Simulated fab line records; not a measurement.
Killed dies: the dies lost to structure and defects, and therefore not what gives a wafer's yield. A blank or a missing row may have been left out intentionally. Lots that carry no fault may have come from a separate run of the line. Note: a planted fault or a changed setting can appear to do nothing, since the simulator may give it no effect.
fab line records    flow nand-harc
record lots=5  wafers=15  last-day=22
route steps=1159 shown P_M2@332
lots that met no fault: from a run of the same line without faults
start-h: the number of hours between the record's first day and the start of the first shown wafer of the lot    wait-h: time in hours since the lot's previous step    " repeats the value in the row above    L1.1+2: several wafers, shown together as one row    - no value, or no start given    * or withheld: withheld    < > ~ a bound
route shown NAME@n: NAME is a module with steps in the file, n the number in the route of the first one    usual: the fault-free wafers' mean and standard deviation    same: alike in all rows    chamber/n: place in a boat    sites: readings site by site    _std_site: standard deviation across them    _edge_site: inner sites' mean taken away from outer sites' mean    radius-mm: how far each site lies from the wafer's centre    mask NAME#n: copy n    behind: the tool/chamber that last shaped the wafer    hold: cause of the lot's hold/its duration in hours/its outcome    device: whichever transistor did not switch (one of n, p or np)    end of line: the route-end tests of the same wafers    where a step has no rows: the recipe by itself    killed: at the first sort, the dies lost to defects and structure; wafer yield is something else    map: a wafer's dies, x killed, . not, _ none there
set.NAME: setting as actually run; set.NAME@STEP: the setting as run at that earlier step    model.NAME: the simulator's own value behind a step, which no gauge read
a table for each step, a row for each wafer; lots at some steps of the route
services: from which hour (start-h, from the record's first day; less than 0 if before it) a tool's chamber was out of use, for how many hours, and why
## steps
# step NHARC_P_M2_ETCH_35
# recipe target-depth-a=400  overetch-a=120  time-s=43.94  ion-energy-ev=200  n2-flow-sccm=150  h2-flow-sccm=150  ar-flow-sccm=0  rf-w=400  bias-w=150  chemistry=N2/H2
# usual drypump-motor-current-A=6.0/0.39  oes-product-au=1.000/0.0079  rf-vpp-V=431.4/1.9  showerhead-plenum-p-Torr=2.07/0.063  throttle-valve-pct=14.172/0.0092
lot.wafer  tool         chamber  start-h  wait-h  drypump-motor-current-A  oes-product-au  rf-hours-counter-h  rf-vpp-V  showerhead-plenum-p-Torr  throttle-valve-pct
L766.4     rie-diel-09  3        140.76   0.1     6.3                      1.003           12                  428.9     2.01                      14.182
L766.2     "            0        "        "       5.4                      1.007           13                  434.4     2.12                      14.174
L766.5     "            0        "        "       5.5                      1.006           -                   433.0     2.12                      14.157
L775.3     rie-diel-12  1        189.57   0.1     5.6                      0.990           6                   431.7     2.05                      14.174
L775.4     "            2        "        "       6.4                      1.004           6                   428.9     2.04                      14.160
L775.2     "            0        "        "       6.3                      0.991           6                   434.1     2.17                      14.187
L776.3     rie-diel-12  1        202.15   0.1     5.6                      0.997           6                   430.9     2.05                      14.180
L776.6     "            0        "        "       6.3                      0.999           -                   433.8     2.17                      14.179
L776.5     "            1        "        "       5.6                      0.992           -                   431.2     2.05                      14.156
L778.3     rie-diel-08  2        202.63   0.1     6.3                      0.993           31                  428.7     1.92                      14.173
L778.2     "            3        "        "       6.3                      1.007           20                  432.2     2.11                      14.174
L778.6     "            3        "        "       6.4                      0.996           -                   431.5     2.11                      14.155
L780.3     rie-diel-12  3        219.69   0.1     5.5                      1.009           0                   432.1     2.04                      14.174
L780.2     "            0        "        "       6.3                      1.003           0                   434.0     2.17                      14.176
L780.5     "            3        "        "       5.5                      0.994           -                   430.7     2.04                      14.157
# step NHARC_P_M2_ETCH_15
# recipe target-depth-a=1825  time-s=91.2  c4f8-flow-sccm=withheld  ar-flow-sccm=400  rf-w=600  bias-w=300  chemistry=C4F8/Ar
# usual oes-product-au=0.950/0.025  rf-vpp-V=442.0/2
lot.wafer  tool         chamber  start-h  wait-h  oes-product-au  rf-hours-counter-h  rf-vpp-V
L766.4     rie-diel-09  0        -        -       0.913           13                  443.6
L766.2     "            1        "        "       0.919           14                  439.4
L766.5     "            3        "        "       0.936           -                   439.8
L775.3     rie-diel-12  0        -        -       0.917           6                   445.8
L775.2     "            1        "        "       0.916           6                   442.2
L775.4     "            2        "        "       0.929           6                   441.5
L776.3     rie-diel-12  0        -        -       0.972           6                   445.7
L776.5     "            2        "        "       0.973           -                   442.5
L776.6     "            3        "        "       0.977           -                   440.6
L778.3     rie-diel-08  0        -        -       0.923           29                  443.0
L778.2     "            1        "        "       0.936           13                  442.7
L778.6     "            0        "        "       0.911           -                   444.6
L780.2     rie-diel-12  0        -        -       0.966           0                   445.3
L780.3     "            2        "        "       0.975           0                   440.4
L780.5     "            1        "        "       0.955           -                   441.8
# step NHARC_P_M2_CD_MEAS_16
# usual cd-nm=170.1/0.65
lot.wafer  tool       chamber  start-h  wait-h  cd-nm
L766.2     cd-sem-01  -        140.99   -       171.4
L766.4     "          -        "        "       170.9
L766.5     "          -        "        "       170.5
L775.2     cd-sem-03  -        189.79   -       169.2
L775.3     "          -        "        "       169.1
L775.4     "          -        "        "       169.4
L776.3     cd-sem-03  -        202.37   -       170.2
L776.5     "          -        "        "       169.9
L776.6     "          -        "        "       170.7
L778.2     cd-sem-02  -        202.96   -       169.3
L778.3     "          -        "        "       169.9
L778.6     "          -        "        "       169.5
L780.2     cd-sem-01  -        219.90   -       170.6
L780.3     "          -        "        "       170.2
L780.5     "          -        "        "       169.8
# step NHARC_P_M2_STRIP_18
# recipe power-w=1000  n2-flow-sccm=150  h2-flow-sccm=150  ar-flow-sccm=0  bias-w=0  chemistry=N2/H2
# usual drypump-motor-current-A=6.0/0.38  oes-product-au=1.000/0.0085  rf-vpp-V=90.9/0.96  showerhead-plenum-p-Torr=2.07/0.067  throttle-valve-pct=14.171/0.009
lot.wafer  tool         chamber  start-h  wait-h  drypump-motor-current-A  oes-product-au  rf-hours-counter-h  rf-vpp-V  showerhead-plenum-p-Torr  throttle-valve-pct
L766.4     rie-diel-12  3        141.10   0.1     5.5                      0.994           4                   92.0      2.04                      14.176
L766.2     "            0        "        "       6.3                      0.999           4                   91.9      2.17                      14.191
L766.5     "            2        "        "       6.4                      1.005           -                   91.1      2.04                      14.165
L775.3     rie-diel-12  0        189.87   0.1     6.3                      0.993           6                   92.1      2.17                      14.170
L775.4     "            2        "        "       6.4                      0.997           6                   91.2      2.04                      14.151
L775.2     "            3        "        "       5.5                      1.003           6                   89.4      2.04                      14.175
L776.3     rie-diel-09  2        202.55   0.2     6.1                      0.996           25                  91.8      2.12                      14.157
L776.5     "            0        "        "       5.4                      0.995           -                   90.7      2.12                      14.178
L776.6     "            1        "        "       6.0                      0.996           -                   88.5      1.97                      14.162
L778.3     rie-diel-08  2        203.11   0.1     6.3                      1.003           31                  90.2      1.92                      14.157
L778.2     "            0        "        "       6.0                      0.983           29                  90.8      2.13                      14.172
L778.6     "            3        "        "       6.3                      0.997           -                   90.9      2.11                      14.170
L780.2     rie-diel-08  1        220.03   0.1     6.5                      1.003           18                  92.1      2.10                      14.179
L780.3     "            2        "        "       6.3                      0.997           36                  89.4      1.91                      14.161
L780.5     "            3        "        "       6.4                      0.997           -                   90.5      2.11                      14.165
# step NHARC_P_M2_ETCH_28
# recipe target-depth-a=300  over-etch-frac=0.3  time-s=72.99  ion-energy-ev=150  cf4-flow-sccm=50  n2-flow-sccm=100  ar-flow-sccm=150  rf-w=300  bias-w=100  chemistry=CF4/N2
# step NHARC_P_M2_STRIP_19
# recipe time-s=600  temp-c=30  chemistry=post-etch-residue-remover
# step NHARC_P_M2_DEGAS_29
# recipe temp-c=250  time-s=60
# step NHARC_P_M2_PRE_CLEAN_30
# recipe time-s=30  temp-c=280  gas=H2/He
# usual heater-power-w=412/47
lot.wafer  tool            chamber  start-h  wait-h  heater-power-w
L766.4     pvd-sputter-01  -        -        -       378
L766.2     "               -        "        "       357
L766.5     "               -        "        "       463
L775.4     pvd-sputter-02  -        -        -       348
L775.3     "               -        "        "       441
L775.2     "               -        "        "       415
L776.3     pvd-sputter-02  -        -        -       341
L776.5     "               -        "        "       442
L776.6     "               -        "        "       416
L778.3     pvd-sputter-01  -        -        -       451
L778.2     "               -        "        "       453
L778.6     "               -        "        "       445
L780.2     pvd-sputter-01  -        -        -       391
L780.3     "               -        "        "       394
L780.5     "               -        "        "       376
# step NHARC_P_M2_PVD_20
# recipe target-thk-a=50  bias-v=168.6  power-w=15000  chamber-pressure-pa=0.12  time-s=8.06  substrate-temp-c=50  material=TaN
# step NHARC_P_M2_PVD_21
# recipe target-thk-a=300  chamber-pressure-pa=5  power-w=5000  substrate-temp-c=30  time-s=20.49  material=Cu
# step NHARC_P_M2_ECD_22
# recipe target-thk-a=4000  bath-temp-c=25  material=Cu
# step NHARC_P_M2_ANNEAL_31
# recipe temp-c=225  time-s=90
# usual anneal-temp-c-max=225.83/0.24  wafer_temp_C_max=226.0/0.35
lot.wafer  tool           chamber  start-h  wait-h  anneal-temp-c-max  wafer_temp_C_max
L766.2     rtp-anneal-01  0        142.63   0.4     226.16             225.6
L766.4     "              0        "        "       226.10             225.8
L766.5     "              0        "        "       225.54             225.6
L775.2     rtp-anneal-01  0        191.33   0.4     225.73             225.9
L775.3     "              0        "        "       225.89             225.7
L775.4     "              0        "        "       225.81             225.8
L776.3     rtp-anneal-02  0        204.37   0.3     225.99             226.0
L776.5     "              0        "        "       225.65             226.4
L776.6     "              0        "        "       225.45             226.1
L778.2     rtp-anneal-01  0        204.70   0.3     225.88             225.8
L778.3     "              0        "        "       226.47             225.5
L778.6     "              0        "        "       225.96             225.6
L780.2     rtp-anneal-01  0        221.45   -       225.96             225.8
L780.3     "              0        "        "       225.63             225.8
L780.5     "              0        "        "       225.79             225.7
# step NHARC_P_M2_CMP_23
# recipe t-overpolish-s=20  target-thk-nm=144.3
# usual motor-current-A=11.9/1.2  time-to-endpoint-s=28.8/2.3
lot.wafer  tool    chamber  start-h  wait-h  motor-current-A  time-to-endpoint-s
L766.2     cmp-01  2        142.92   -       10.3             28.3
L766.4     "       3        "        "       11.3             28.7
L766.5     "       3        "        "       11.5             27.8
L775.3     cmp-01  1        191.62   -       10.9             28.9
L775.4     "       3        "        "       11.1             26.5
L775.2     "       0        "        "       12.3             27.4
L776.3     cmp-02  1        204.67   -       13.3             24.4
L776.6     "       3        "        "       13.1             24.2
L776.5     "       0        "        "       12.3             25.5
L778.3     cmp-01  3        205.02   -       11.6             30.7
L778.2     "       0        "        "       12.7             31.7
L778.6     "       3        "        "       11.3             29.3
L780.2     cmp-01  2        221.80   -       9.9              28.7
L780.3     "       3        "        "       11.3             29.2
L780.5     "       1        "        "       11.5             16.7
# step NHARC_P_M2_THK_MEAS_24
# recipe thk-meas-gauge=xrf
# usual thk-nm=144.6/1.5
lot.wafer  tool           chamber  start-h  wait-h  thk-nm
L766.2     film-metro-02  -        143.24   -       145.6
L766.4     "              -        "        "       143.8
L766.5     "              -        "        "       145.7
L775.2     film-metro-01  -        191.94   -       146.0
L775.3     "              -        "        "       143.3
L775.4     "              -        "        "       145.2
L776.3     film-metro-01  -        204.93   -       143.5
L776.5     "              -        "        "       141.3
L776.6     "              -        "        "       143.6
L778.2     film-metro-01  -        205.31   -       146.2
L778.3     "              -        "        "       144.8
L778.6     "              -        "        "       143.7
L780.2     film-metro-02  -        222.06   -       146.9
L780.3     "              -        "        "       147.2
L780.5     "              -        "        "       138.0
# step NHARC_P_M2_SRD_25
## services
tool            chamber  start-h  hours  kind
rie-diel-08     -        124.80   9.0    pm
cmp-02          -        128.59   4.0    pm
rie-diel-12     0        132.40   -      clean
rie-diel-12     1        132.40   -      clean
rie-diel-12     2        132.40   -      clean
rie-diel-12     3        132.40   -      clean
rie-diel-08     1        136.12   32.4   repair
cmp-02          -        143.40   5.5    repair
rie-diel-12     -        149.33   0.8    repair
rie-diel-08     3        151.84   16.2   repair
pvd-sputter-02  -        156.62   3.6    repair
rie-diel-12     0        156.90   -      clean
rie-diel-12     1        156.90   -      clean
rie-diel-12     2        156.90   -      clean
rie-diel-12     3        156.90   -      clean
cmp-01          -        158.27   0.5    repair
pvd-sputter-01  -        162.10   10.0   pm
rie-diel-12     3        178.82   2.8    repair
cmp-01          -        179.62   4.0    pm
pvd-sputter-01  -        180.76   0.5    repair
rie-diel-12     0        181.40   -      clean
rie-diel-12     1        181.40   -      clean
rie-diel-12     -        202.40   9.0    pm
pvd-sputter-02  -        214.00   10.0   pm
## key
first-sign step=NHARC_P_M2_CMP_23  reading=time-to-endpoint-s  direction=down  sigmas=5.4  usual=*  struck=*
effect step=NHARC_P_M2_THK_MEAS_24  reading=thk-nm  direction=down  sigmas=4.3  usual=144.6  struck=138.0
met-at NHARC_P_M2_CMP_23
struck-wafers L780.5
onset-between 205.02 221.80
fault kind=process-parameter-drift  tool=cmp-01  chamber=-  onset-h=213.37  steps=NHARC_P_M2_CMP_23  channel=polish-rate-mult  offset=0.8  shape=step  end-h=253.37  scope=struck-wafers-only
